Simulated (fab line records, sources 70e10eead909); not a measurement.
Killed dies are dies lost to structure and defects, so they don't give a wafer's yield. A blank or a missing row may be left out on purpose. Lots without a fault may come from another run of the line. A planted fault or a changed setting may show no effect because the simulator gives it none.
fab line records | flow nand_harc | part 2 of 2: steps 26 to 36 of 36
record lots=5 wafers=15 last_day=33
route steps=1302 shown A_DECK1_JOINT@530 A_ONON_D2@545
lots that met no fault: from a run of the same line without faults
start_h: hours from the record's first day to the start of the lot's first wafer shown | wait_h: hours since the lot's step before | " the same as in the row above | L1.1+2: a row that stands for several wafers | - no value, or no start given | * or withheld: withheld | < > ~ a bound
route shown NAME@n: a module of which the file shows steps, and the number in the route of the first | usual: mean/standard deviation of fault-free wafers | same: alike in all rows | chamber/n: place in a boat | sites: the reading at each site | _std_site: their standard deviation | _edge_site: outer sites' mean less inner sites' | radius_mm: how far each site lies from the wafer's centre | mask NAME#n: copy n | behind: the tool/chamber that last shaped the wafer | hold: why the lot was held/for how many hours/how that ended | device: the transistor (n, p or np) that didn't switch | end of line: the same wafers' tests at the end of the route | a step without rows: its recipe alone | killed: dies lost to structure and defects at the first sort, not the wafer's yield | map: a wafer's dies, x killed, . not, _ none there
set.NAME: the setting as run; set.NAME@STEP: as run at that earlier step | model.NAME: the simulator's own value behind a step, which no gauge read
lots at some steps of the route; a table a step, a row a wafer
services: from which hour (start_h, from the record's first day; less than 0 if before it) a tool's chamber was out of use, for how many hours, and why
## steps
# step NHARC_A_ONON_D2_DEP_16
# recipe target_thk_a=10000 n2_flow_sccm=2750 n2o_flow_sccm=2000 nh3_flow_sccm=500 sih4_flow_sccm=210 temp_c=400
# usual nh3_flow_sccm=500.1/1.4
# columns lot.wafer tool chamber start_h wait_h nh3_flow_sccm
L075.1 pecvd_onon-02 0 299.69 0.4 503.6
L075.2 " 0 " " 500.5
L075.6 " 0 " " 501.7
L077.1 pecvd_onon-03 0 309.81 0.4 501.5
L077.3 " 0 " " 500.3
L077.6 " 0 " " 499.4
L078.1 pecvd_onon-01 0 326.78 0.4 500.5
L078.3 " 0 " " 499.9
L078.5 " 0 " " 498.9
L091.2 pecvd_onon-02 0 462.81 0.5 501.3
L091.5 " 0 " " 500.3
L091.6 " 0 " " 500.7
L097.1 pecvd_onon-03 0 503.20 0.4 500.4
L097.4 " 0 " " 500.1
L097.6 " 0 " " 498.2
# step NHARC_A_ONON_D2_THK_MEAS_18
# recipe thk_meas_gauge=ellipsometry
# usual thk_nm=997/9.3
# columns lot.wafer tool chamber start_h wait_h thk_nm
L075.1 film_metro-01 - 300.20 - 1016
L075.2 " - " " 1016
L075.6 " - " " 1016
L077.1 film_metro-01 - 310.32 - 995
L077.3 " - " " 993
L077.6 " - " " 994
L078.1 film_metro-01 - 327.29 - 1014
L078.3 " - " " 1012
L078.5 " - " " 1015
L091.2 film_metro-02 - 463.27 - 1000
L091.5 " - " " 1000
L091.6 " - " " 1000
L097.1 film_metro-01 - 503.71 - 998
L097.4 " - " " 996
L097.6 " - " " 995
# step NHARC_A_ONON_D2_DEP_19
# recipe target_thk_a=10000 n2_flow_sccm=2750 n2o_flow_sccm=2000 nh3_flow_sccm=500 sih4_flow_sccm=210 temp_c=400
# usual nh3_flow_sccm=500.0/1.4
# columns lot.wafer tool chamber start_h wait_h nh3_flow_sccm
L075.1 pecvd_onon-03 0 300.26 0.1 499.9
L075.2 " 0 " " 500.7
L075.6 " 0 " " 500.3
L077.1 pecvd_onon-01 0 310.37 0.1 502.0
L077.3 " 0 " " 501.6
L077.6 " 0 " " 501.0
L078.1 pecvd_onon-02 0 327.35 0.1 501.8
L078.3 " 0 " " 500.2
L078.5 " 0 " " 498.4
L091.2 pecvd_onon-02 0 463.38 0.1 499.5
L091.5 " 0 " " 498.0
L091.6 " 0 " " 498.5
L097.1 pecvd_onon-02 0 503.78 0.1 501.0
L097.4 " 0 " " 502.0
L097.6 " 0 " " 501.1
# step NHARC_A_ONON_D2_THK_MEAS_21
# recipe thk_meas_gauge=ellipsometry
# usual thk_nm=1000/11
# columns lot.wafer tool chamber start_h wait_h thk_nm
L075.1 film_metro-01 - 300.77 - 1011
L075.2 " - " " 1011
L075.6 " - " " 1011
L077.1 film_metro-01 - 310.88 - 1013
L077.3 " - " " 1012
L077.6 " - " " 1011
L078.1 film_metro-01 - 327.85 - 1006
L078.3 " - " " 1006
L078.5 " - " " 1008
L091.2 film_metro-01 - 463.84 - 1007
L091.5 " - " " 1009
L091.6 " - " " 1008
L097.1 film_metro-01 - 504.32 - 1020
L097.4 " - " " 1018
L097.6 " - " " 1017
# step NHARC_A_ONON_D2_DEP_22
# recipe target_thk_a=10000 n2_flow_sccm=2750 n2o_flow_sccm=2000 nh3_flow_sccm=500 sih4_flow_sccm=210 temp_c=400
# usual nh3_flow_sccm=499.9/1.7
# columns lot.wafer tool chamber start_h wait_h nh3_flow_sccm
L075.1 pecvd_onon-03 0 300.83 0.1 501.1
L075.2 " 0 " " 500.7
L075.6 " 0 " " 500.2
L077.1 pecvd_onon-02 0 310.93 0.1 500.7
L077.3 " 0 " " 498.6
L077.6 " 0 " " 499.2
L078.1 pecvd_onon-03 0 327.91 0.1 499.0
L078.3 " 0 " " 500.5
L078.5 " 0 " " 500.3
L091.2 pecvd_onon-02 0 463.95 0.1 499.5
L091.5 " 0 " " 500.7
L091.6 " 0 " " 499.8
L097.1 pecvd_onon-01 0 504.37 0.1 499.9
L097.4 " 0 " " 499.1
L097.6 " 0 " " 498.2
# step NHARC_A_ONON_D2_THK_MEAS_24
# recipe thk_meas_gauge=ellipsometry
# usual thk_nm=999/11
# columns lot.wafer tool chamber start_h wait_h thk_nm
L075.1 film_metro-01 - 301.33 - 966
L075.2 " - " " 967
L075.6 " - " " 969
L077.1 film_metro-01 - 311.45 - 1016
L077.3 " - " " 1014
L077.6 " - " " 1013
L078.1 film_metro-02 - 328.41 - 991
L078.3 " - " " 989
L078.5 " - " " 991
L091.2 film_metro-01 - 464.39 - 986
L091.5 " - " " 984
L091.6 " - " " 983
L097.1 film_metro-01 - 504.89 - 1015
L097.4 " - " " 1017
L097.6 " - " " 1014
# step NHARC_A_ONON_D2_DEP_25
# recipe target_thk_a=10000 n2_flow_sccm=2750 n2o_flow_sccm=2000 nh3_flow_sccm=500 sih4_flow_sccm=210 temp_c=400
# usual nh3_flow_sccm=499.9/1.5
# columns lot.wafer tool chamber start_h wait_h nh3_flow_sccm
L075.1 pecvd_onon-03 0 301.39 0.1 499.9
L075.2 " 0 " " 500.0
L075.6 " 0 " " 498.9
L077.1 pecvd_onon-03 0 311.50 0.1 498.2
L077.3 " 0 " " 498.9
L077.6 " 0 " " 498.6
L078.1 pecvd_onon-01 0 328.47 0.1 500.1
L078.3 " 0 " " 499.8
L078.5 " 0 " " 498.8
L091.2 pecvd_onon-02 0 464.51 0.1 500.0
L091.5 " 0 " " 501.9
L091.6 " 0 " " 500.2
L097.1 pecvd_onon-03 0 504.95 0.1 500.6
L097.4 " 0 " " 500.3
L097.6 " 0 " " 502.9
# step NHARC_A_ONON_D2_THK_MEAS_27
# recipe thk_meas_gauge=ellipsometry
# usual thk_nm=1001/8.6
# columns lot.wafer tool chamber start_h wait_h thk_nm
L075.1 film_metro-02 - 301.90 - 994
L075.2 " - " " 994
L075.6 " - " " 993
L077.1 film_metro-02 - 312.01 - 1004
L077.3 " - " " 1002
L077.6 " - " " 1003
L078.1 film_metro-02 - 328.98 - 1004
L078.3 " - " " 1003
L078.5 " - " " 1005
L091.2 film_metro-01 - 464.96 - 992
L091.5 " - " " 993
L091.6 " - " " 992
L097.1 film_metro-01 - 505.45 - 994
L097.4 " - " " 993
L097.6 " - " " 993
# step NHARC_A_ONON_D2_DEP_28
# recipe target_thk_a=10000 n2_flow_sccm=2750 n2o_flow_sccm=2000 nh3_flow_sccm=500 sih4_flow_sccm=210 temp_c=400
# usual nh3_flow_sccm=499.9/1.4
# columns lot.wafer tool chamber start_h wait_h nh3_flow_sccm
L075.1 pecvd_onon-03 0 301.95 0.1 498.7
L075.2 " 0 " " 499.4
L075.6 " 0 " " 498.1
L077.1 pecvd_onon-01 0 312.07 0.1 501.0
L077.3 " 0 " " 500.6
L077.6 " 0 " " 500.0
L078.1 pecvd_onon-02 0 329.04 0.1 498.5
L078.3 " 0 " " 498.5
L078.5 " 0 " " 499.8
L091.2 pecvd_onon-02 0 465.07 0.1 500.2
L091.5 " 0 " " 498.4
L091.6 " 0 " " 500.1
L097.1 pecvd_onon-02 0 505.51 0.1 501.9
L097.4 " 0 " " 501.5
L097.6 " 0 " " 499.2
# step NHARC_A_ONON_D2_THK_MEAS_30
# recipe thk_meas_gauge=ellipsometry
# usual thk_nm=1000/9.5
# columns lot.wafer tool chamber start_h wait_h thk_nm
L075.1 film_metro-02 - 302.47 - 998
L075.2 " - " " 998
L075.6 " - " " 996
L077.1 film_metro-02 - 312.57 - 991
L077.3 " - " " 990
L077.6 " - " " 990
L078.1 film_metro-01 - 329.55 - 1009
L078.3 " - " " 1011
L078.5 " - " " 1008
L091.2 film_metro-02 - 465.53 - 1003
L091.5 " - " " 1003
L091.6 " - " " 1002
L097.1 film_metro-02 - 506.02 - 996
L097.4 " - " " 995
L097.6 " - " " 997
# step NHARC_A_ONON_D2_DEP_33
# recipe target_thk_a=2000 temp_c=400 pressure_torr=6.5 rf_w=900 teos_flow_sccm=161.4 flow_sccm=2650 target_thk_nm=200 gas=O2 material=SiO2
# usual heater_power_w=560/84 throttle_valve_pct=15.9/0.69
# columns lot.wafer tool chamber start_h wait_h heater_power_w throttle_valve_pct
L075.1 pecvd-01 1 302.53 0.1 478 17.0
L075.2 " 2 " " 646 16.7
L075.6 " 2 " " 644 16.9
L077.1 pecvd-04 0 312.63 0.1 695 15.5
L077.3 " 2 " " 646 16.5
L077.6 " 2 " " 473 16.0
L078.3 pecvd-03 1 329.61 0.1 459 14.6
L078.1 " 0 " " 505 15.7
L078.5 " 2 " " 567 16.9
L091.2 pecvd-04 2 465.59 0.1 607 16.7
L091.5 " 2 " " 611 16.4
L091.6 " 1 " " 699 15.0
L097.1 pecvd-04 0 506.13 0.1 631 15.7
L097.4 " 2 " " 592 16.5
L097.6 " 1 " " 653 15.1
## services
# columns tool chamber start_h hours kind
rie_si-02 1 260.14 2.7 repair
pecvd_onon-01 - 269.00 13.0 pm
pecvd-04 - 269.49 13.0 pm
rie_si-02 - 277.00 9.0 pm
cmp-02 - 285.74 1.3 repair
pecvd-03 - 296.03 4.8 repair
rie_si-02 1 313.89 5.8 repair
cmp-02 - 326.53 19.9 repair
fcvd-01 - 330.09 1.1 repair
wet_bench-07 - 336.01 8.0 pm
rie_si-02 1 340.75 3.9 repair
fcvd-01 - 366.00 13.0 pm
pecvd_onon-02 - 366.00 13.0 pm
wet_bench-06 - 369.60 8.0 pm
cmp-02 - 372.75 2.1 repair
pecvd_onon-03 - 408.33 13.0 pm
fcvd-01 - 421.92 3.2 repair
wet_bench-07 - 426.62 4.9 repair
cmp-02 - 444.38 4.0 pm
pecvd_onon-01 - 450.00 13.0 pm
pecvd-04 - 450.49 13.0 pm
cmp-02 - 470.31 0.8 repair
cmp-02 - 479.33 1.3 repair
fcvd-01 - 480.57 0.9 repair
